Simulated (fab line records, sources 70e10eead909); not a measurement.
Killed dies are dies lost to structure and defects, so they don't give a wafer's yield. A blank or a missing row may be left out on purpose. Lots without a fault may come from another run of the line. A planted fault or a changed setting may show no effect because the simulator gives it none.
fab line records | flow nand_harc
record lots=12 wafers=36 last_day=25
route steps=1159 shown A_M1@1058 A_BONDPAD@1076
lots that met no fault: from a run of the same line without faults
start_h: hours from the record's first day to the start of the lot's first wafer shown | wait_h: hours since the lot's step before | " the same as in the row above | L1.1+2: a row that stands for several wafers | - no value, or no start given | * or withheld: withheld | < > ~ a bound
route shown NAME@n: a module of which the file shows steps, and the number in the route of the first | usual: mean/standard deviation of fault-free wafers | same: alike in all rows | chamber/n: place in a boat | sites: the reading at each site | _std_site: their standard deviation | _edge_site: outer sites' mean less inner sites' | radius_mm: how far each site lies from the wafer's centre | mask NAME#n: copy n | behind: the tool/chamber that last shaped the wafer | hold: why the lot was held/for how many hours/how that ended | device: the transistor (n, p or np) that didn't switch | end of line: the same wafers' tests at the end of the route | a step without rows: its recipe alone | killed: dies lost to structure and defects at the first sort, not the wafer's yield | map: a wafer's dies, x killed, . not, _ none there
set.NAME: the setting as run; set.NAME@STEP: as run at that earlier step | model.NAME: the simulator's own value behind a step, which no gauge read
steps of the route over a sample of lots; a table a step, a row a wafer
services: from which hour (start_h, from the record's first day; less than 0 if before it) a tool's chamber was out of use, for how many hours, and why
## steps
# step NHARC_A_M1_DEP_33
# recipe target_thk_a=300 temp_c=370 target_thk_nm=30 pressure_torr=3 flow_sccm=200 rf_w=450 material=SiCN
# usual heater_power_w=625/79 rf_fwd_power_W=449.1/1.4
# columns lot.wafer tool chamber start_h wait_h heater_power_w rf_fwd_power_W
L238.3 pecvd-04 2 407.97 0.1 625 450.0
L238.1 " 1 " " 666 450.1
L238.6 " 1 " " 669 450.0
L241.3 pecvd-03 0 412.44 0.1 466 446.7
L241.2 " 1 " " 709 451.1
L241.5 " 2 " " 644 450.4
L240.3 pecvd-02 2 414.08 0.1 548 450.6
L240.2 " 1 " " 651 450.4
L240.5 " 2 " " 533 450.4
L237.1 pecvd-03 1 414.91 0.1 734 449.3
L237.2 " 2 " " 659 449.9
L237.5 " 0 " " 592 450.3
L242.3 pecvd-03 2 417.40 0.1 595 448.6
L242.4 " 0 " " 513 446.9
L242.5 " 1 " " 647 450.2
L239.3 pecvd-03 2 420.19 0.1 673 450.5
L239.2 " 1 " " 747 447.8
L239.5 " 2 " " 678 448.5
L246.3 pecvd-02 0 460.19 0.1 499 446.7
L246.1 " 1 " " 556 449.4
L246.4 " 0 " " 497 448.4
L251.3 pecvd-02 1 483.33 0.1 618 446.9
L251.1 " 2 " " 561 447.8
L251.5 " 2 " " 560 451.6
L252.2 pecvd-04 1 486.00 0.1 588 450.6
L252.6 " 1 " " 592 449.9
L252.4 " 0 " " 730 450.4
L253.1 pecvd-04 1 486.34 0.1 669 451.0
L253.3 " 2 " " 715 451.0
L253.4 " 0 " " 658 448.3
L258.3 pecvd-04 2 539.86 0.2 720 450.2
L258.4 " 0 " " 691 449.6
L258.5 " 2 " " 700 450.6
L260.3 pecvd-02 0 557.50 0.1 456 452.3
L260.6 " 1 " " 620 449.1
L260.5 " 0 " " 457 449.2
# step NHARC_A_BONDPAD_ETCH_34
# recipe target_depth_a=600 overetch_a=180 time_s=65.91 ion_energy_ev=200 n2_flow_sccm=150 h2_flow_sccm=150 ar_flow_sccm=0 rf_w=400 bias_w=150 chemistry=N2/H2
# usual chamber_pressure_mTorr=30.001/0.03 drypump_motor_current_A=5.8/0.34 mfc_ar_sccm=0.009/0.012 oes_product_au=1.004/0.011 rf_fwd_power_W=396.1/1.2 rf_vpp_V=430.1/2 run_length_s=87.0/0.49 showerhead_plenum_p_Torr=2.02/0.066 throttle_valve_pct=14.171/0.0085
# columns lot.wafer tool chamber start_h wait_h chamber_pressure_mTorr drypump_motor_current_A mfc_ar_sccm oes_product_au rf_fwd_power_W rf_hours_counter_h rf_vpp_V run_length_s showerhead_plenum_p_Torr throttle_valve_pct
L238.3 rie_diel-08 0 410.13 0.1 30.005 5.8 0.014 0.996 398.8 25 430.8 87.5 2.01 14.171
L238.1 " 2 " " 29.999 5.8 0 1.000 395.8 25 426.2 87.0 1.89 14.180
L238.6 " 3 " " 30.002 5.5 0.024 1.005 397.0 - 430.7 88.1 2.03 14.177
L241.3 rie_diel-10 2 414.60 0.1 29.974 5.2 0.019 1.003 398.3 18 431.6 86.7 2.07 14.181
L241.2 " 0 " " 30.020 5.8 0 0.995 396.6 17 430.4 86.9 2.02 14.173
L241.5 " 3 " " 30.018 5.7 0 0.992 397.4 - 430.3 88.1 2.06 14.167
L240.2 rie_diel-08 0 416.16 0.1 30.018 5.7 0.014 0.997 395.3 26 431.8 87.6 2.01 14.177
L240.3 " 3 " " 30.023 5.6 0.024 1.012 396.8 25 430.1 87.9 2.03 14.164
L240.5 " 1 " " 29.975 6.5 0 1.009 395.1 - 433.7 87.2 2.15 14.179
L237.1 rie_diel-06 1 416.90 0.1 29.977 6.2 0.000 1.003 396.2 5 431.2 86.5 2.04 14.169
L237.2 " 3 " " 29.995 5.4 0 0.983 396.8 6 426.6 86.5 1.94 14.167
L237.5 " 1 " " 30.015 6.2 0.000 0.997 395.8 - 429.7 86.5 2.04 14.160
L242.3 rie_diel-08 1 419.28 0.1 29.980 6.5 0 1.025 395.7 21 433.3 87.0 2.15 14.165
L242.4 " 2 " " 30.006 5.8 0 0.995 396.5 27 426.0 86.5 1.89 14.176
L242.5 " 0 " " 30.010 5.7 0.014 1.002 397.5 - 428.7 87.8 2.01 14.160
L239.3 rie_diel-10 1 422.54 0.1 29.966 5.2 0.043 0.977 396.6 18 427.3 87.0 1.91 14.170
L239.2 " 2 " " 29.969 5.2 0.019 0.985 396.6 20 430.6 86.7 2.07 14.163
L239.5 " 1 " " 29.996 5.2 0.043 0.992 396.6 - 426.1 87.4 1.91 14.176
L246.1 rie_diel-06 0 462.27 0.1 30.024 5.9 0.026 1.015 394.3 1 430.3 87.2 2.01 14.159
L246.3 " 1 " " 30.039 6.2 0.000 1.006 394.7 1 429.5 86.6 2.04 14.160
L246.4 " 3 " " 30.008 5.4 0 1.018 395.9 1 427.1 86.5 1.94 14.176
L251.3 rie_diel-10 3 485.93 0.6 29.957 5.7 0 1.008 396.8 45 429.7 87.5 2.05 14.187
L251.1 " 0 " " 30.027 5.8 0 1.002 397.8 42 430.8 87.0 2.01 14.169
L251.5 " 2 " " 30.010 5.2 0.019 0.989 398.5 - 432.0 86.9 2.06 14.174
L252.4 rie_diel-08 1 488.09 0.1 30.014 6.5 0 1.021 395.8 0 433.4 86.9 2.14 14.176
L252.2 " 3 " " 30.007 5.6 0.024 0.991 397.6 0 430.8 88.0 2.02 14.165
L252.6 " 1 " " 29.930 6.5 0 1.031 396.9 - 432.9 87.0 2.14 14.179
L253.3 rie_diel-08 2 488.43 0.1 29.993 5.8 0 0.993 397.7 0 427.2 86.7 1.88 14.153
L253.4 " 3 " " 29.987 5.6 0.024 0.997 395.1 0 430.0 87.8 2.02 14.179
L253.1 " 1 " " 29.975 6.5 0 1.011 396.6 0 433.1 87.5 2.14 14.180
L258.3 rie_diel-06 3 541.84 0.1 29.947 5.4 0 1.028 395.5 5 428.4 86.7 1.94 14.186
L258.4 " 1 " " 29.919 6.2 0.000 1.008 396.0 - 429.5 86.6 2.04 14.169
L258.5 " 3 " " 30.030 5.4 0 1.032 394.7 - 429.0 86.5 1.94 14.187
L260.3 rie_diel-06 0 559.50 0.1 30.010 5.8 0.026 1.000 396.5 4 428.6 87.3 2.01 14.164
L260.5 " 3 " " 29.975 5.4 0 1.022 395.9 - 428.9 86.6 1.94 14.164
L260.6 " 0 " " 29.963 5.8 0.026 1.001 392.7 - 428.5 87.4 2.01 14.174
# step NHARC_A_BONDPAD_ETCH_12
# recipe target_depth_a=2200 time_s=110 chf3_flow_sccm=50 o2_flow_sccm=10 ar_flow_sccm=200 rf_w=500 bias_w=200 chemistry=CHF3/O2
# usual chamber_pressure_mTorr=25.000/0.023 drypump_motor_current_A=5.8/0.34 mfc_ar_sccm=200.0/0.74 oes_product_au=0.951/0.027 rf_fwd_power_W=497.0/1.5 rf_vpp_V=370.2/1.9 run_length_s=131.1/0.48 showerhead_plenum_p_Torr=2.38/0.075 throttle_valve_pct=20.573/0.0082
# columns lot.wafer tool chamber start_h wait_h chamber_pressure_mTorr drypump_motor_current_A mfc_ar_sccm oes_product_au rf_fwd_power_W rf_hours_counter_h rf_vpp_V run_length_s showerhead_plenum_p_Torr throttle_valve_pct
L238.3 rie_diel-08 3 410.25 - 25.008 5.5 199.7 0.944 495.6 25 369.9 131.8 2.39 20.584
L238.1 " 0 " " 25.021 5.8 201.1 0.925 497.8 25 370.0 131.9 2.37 20.590
L238.6 " 2 " " 24.995 5.8 199.7 0.918 497.8 - 365.4 130.7 2.24 20.594
L241.2 rie_diel-10 0 414.78 - 24.935 5.7 200.5 0.914 498.0 17 370.0 131.0 2.38 20.574
L241.3 " 1 " " 25.029 5.2 199.7 0.908 497.6 16 367.2 130.9 2.26 20.579
L241.5 " 3 " " 24.991 5.7 200.3 0.909 496.0 - 371.0 131.8 2.43 20.572
L240.2 rie_diel-08 0 416.26 - 24.979 5.7 199.4 0.932 497.1 26 371.0 132.0 2.37 20.586
L240.3 " 2 " " 25.005 5.8 202.0 0.915 499.6 26 364.7 130.6 2.23 20.573
L240.5 " 3 " " 24.984 5.6 200.5 0.942 496.2 - 371.0 132.0 2.39 20.580
L237.1 rie_diel-06 3 417.00 - 24.987 5.4 199.3 0.914 496.2 6 368.5 130.6 2.30 20.568
L237.2 " 1 " " 24.995 6.2 200.4 0.923 494.3 5 370.5 130.6 2.40 20.581
L237.5 " 3 " " 25.024 5.4 198.4 0.912 493.9 - 367.1 130.7 2.30 20.571
L242.3 rie_diel-08 1 419.37 - 24.975 6.5 200.6 0.950 496.8 21 373.1 131.3 2.52 20.567
L242.4 " 2 " " 24.994 5.8 201.5 0.926 498.0 27 367.3 130.9 2.23 20.584
L242.5 " 1 " " 24.985 6.5 200.2 0.943 498.9 - 372.6 131.3 2.52 20.570
L239.3 rie_diel-10 1 422.63 - 24.982 5.2 199.4 0.925 499.4 18 368.4 130.8 2.26 20.577
L239.2 " 3 " " 25.004 5.7 200.3 0.911 499.0 21 370.6 131.5 2.43 20.574
L239.5 " 2 " " 24.967 5.2 200.0 0.921 498.1 - 370.2 130.8 2.44 20.578
L246.1 rie_diel-06 1 462.36 - 24.961 6.2 199.5 0.946 495.8 1 371.6 131.0 2.40 20.585
L246.4 " 3 " " 25.000 5.4 200.0 0.987 495.3 1 369.3 130.5 2.30 20.577
L246.3 " 0 " " 25.037 5.8 200.1 0.964 - 1 370.7 89.5 2.37 20.597
L251.1 rie_diel-10 0 486.07 - 24.965 5.8 199.6 0.926 497.5 42 369.7 131.4 2.37 20.566
L251.3 " 1 " " 24.990 5.2 199.9 0.909 498.5 43 366.6 131.2 2.25 20.575
L251.5 " 2 " " 25.016 5.2 200.5 0.923 495.6 - 371.7 130.9 2.43 20.574
L252.2 rie_diel-08 3 488.19 - 24.969 5.5 200.3 0.959 497.7 0 370.1 132.7 2.38 20.570
L252.4 " 0 " " 25.034 5.8 200.3 0.984 496.8 0 370.7 131.6 2.37 20.575
L252.6 " 2 " " 25.030 5.8 199.7 0.953 498.8 - 366.8 130.8 2.23 20.578
L253.1 rie_diel-08 1 488.53 - 24.985 6.4 199.3 0.986 496.6 0 371.8 131.3 2.51 20.577
L253.4 " 2 " " 24.944 5.8 200.2 0.961 498.8 0 367.8 131.3 2.23 20.570
L253.3 " 3 " " 24.967 5.6 199.8 0.956 495.6 0 370.4 132.5 2.38 20.560
L258.3 rie_diel-06 1 541.93 - 24.951 6.2 199.2 0.919 497.1 5 370.2 130.8 2.40 20.562
L258.4 " 0 " " 25.005 5.8 200.2 0.916 496.2 4 370.1 131.7 2.37 20.566
L258.5 " 1 " " 24.990 6.2 199.4 0.925 495.5 - 369.8 130.9 2.40 20.571
L260.3 rie_diel-06 0 559.60 - 25.000 5.8 199.8 0.932 499.1 4 369.7 131.1 2.37 20.570
L260.6 " 2 " " 25.037 5.6 200.6 0.932 497.1 - 372.5 131.0 2.46 20.580
L260.5 " 3 " " 25.004 5.4 198.9 0.937 495.4 - 366.9 131.1 2.30 20.588
# step NHARC_A_BONDPAD_PVD_17
# recipe target_thk_a=50 bias_v=168.6 power_w=15000 chamber_pressure_pa=0.12 time_s=8.06 substrate_temp_c=50 material=TaN
# usual chamber_pressure_pa=0.12002/0.00023 throttle_valve_pct=29.5/0.94
# columns lot.wafer tool chamber start_h wait_h chamber_pressure_pa throttle_valve_pct
L238.1 pvd_sputter-02 - - - 0.11997 30.3
L238.3 " - " " 0.1202 30.1
L238.6 " - " " 0.12018 30.8
L241.2 pvd_sputter-03 - - - 0.12007 27.5
L241.3 " - " " 0.11946 29.3
L241.5 " - " " 0.12036 30.2
L240.3 pvd_sputter-03 - - - 0.12004 29.1
L240.2 " - " " 0.11999 30.0
L240.5 " - " " 0.11986 27.0
L237.1 pvd_sputter-02 - - - 0.12027 30.7
L237.2 " - " " 0.12013 30.5
L237.5 " - " " 0.11964 30.0
L242.4 pvd_sputter-01 - - - 0.11993 30.7
L242.3 " - " " 0.11995 29.0
L242.5 " - " " 0.11986 30.6
L239.2 pvd_sputter-02 - - - 0.12016 30.0
L239.3 " - " " 0.11983 30.4
L239.5 " - " " 0.11995 30.3
L246.1 pvd_sputter-02 - - - 0.12034 30.6
L246.4 " - " " 0.11999 28.3
L246.3 " - " " 0.12001 29.8
L251.1 pvd_sputter-02 - - - 0.11958 30.1
L251.3 " - " " 0.11992 30.5
L251.5 " - " " 0.12002 30.2
L252.2 pvd_sputter-03 - - - 0.12003 27.7
L252.4 " - " " 0.12044 29.3
L252.6 " - " " 0.11991 28.8
L253.4 pvd_sputter-01 - - - 0.12013 29.2
L253.3 " - " " 0.11956 29.0
L253.1 " - " " 0.12011 29.9
L258.3 pvd_sputter-03 - - - 0.12001 30.4
L258.4 " - " " 0.1203 28.8
L258.5 " - " " 0.12011 30.5
L260.3 pvd_sputter-02 - - - 0.12017 30.3
L260.6 " - " " 0.12039 30.2
L260.5 " - " " 0.12 28.3
## services
# columns tool chamber start_h hours kind
rie_diel-08 0 384.39 - clean
rie_diel-08 1 384.39 - clean
rie_diel-08 2 384.39 - clean
rie_diel-08 3 384.39 - clean
pvd_sputter-02 - 393.38 10.0 pm
rie_diel-08 0 408.89 - clean
rie_diel-06 - 418.22 9.0 pm
pvd_sputter-03 - 460.78 10.0 pm
rie_diel-06 0 463.37 13.0 repair
pecvd-03 - 466.24 0.9 repair
rie_diel-10 3 468.39 1.6 repair
pecvd-03 - 473.43 13.0 pm
rie_diel-08 - 478.82 9.0 pm
pvd_sputter-01 - 479.99 5.9 repair
pvd_sputter-01 - 514.04 10.0 pm
pecvd-02 - 515.44 13.0 pm
pvd_sputter-03 - 516.58 2.3 repair
pvd_sputter-03 - 519.29 5.4 repair
rie_diel-10 - 530.52 9.0 pm
rie_diel-08 1 535.80 9.2 repair
pecvd-04 1 536.71 24.5 repair
pecvd-03 2 537.73 9.8 repair
rie_diel-06 2 540.01 1.9 repair
pecvd-04 - 557.13 13.0 pm
## key
first_sign step=NHARC_A_BONDPAD_ETCH_12 reading=run_length_s direction=down sigmas=87 usual=* struck=*
effect none on later readings
met_at NHARC_A_BONDPAD_ETCH_12
struck_lots L246
struck_wafers L246.3
later_rows_left_out L246.3
sort_left_out L246.3
not_acting_at NHARC_A_M1_DEP_33,NHARC_A_BONDPAD_ETCH_34,NHARC_A_BONDPAD_PVD_17
fault kind=process_parameter_drift tool=rie_diel-06 chamber=0 onset_h=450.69 steps=NHARC_A_BONDPAD_ETCH_12 channel=time_s offset=* shape=step end_h=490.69 acts_in=* stated=*
# sort_left_out: the simulated sort isn't trusted on such a fault, so these wafers' sort isn't shown, and their yield isn't known
# later_rows_left_out: the simulator's readings of these wafers behind a module that went badly wrong aren't trusted and aren't shown, but for the sort
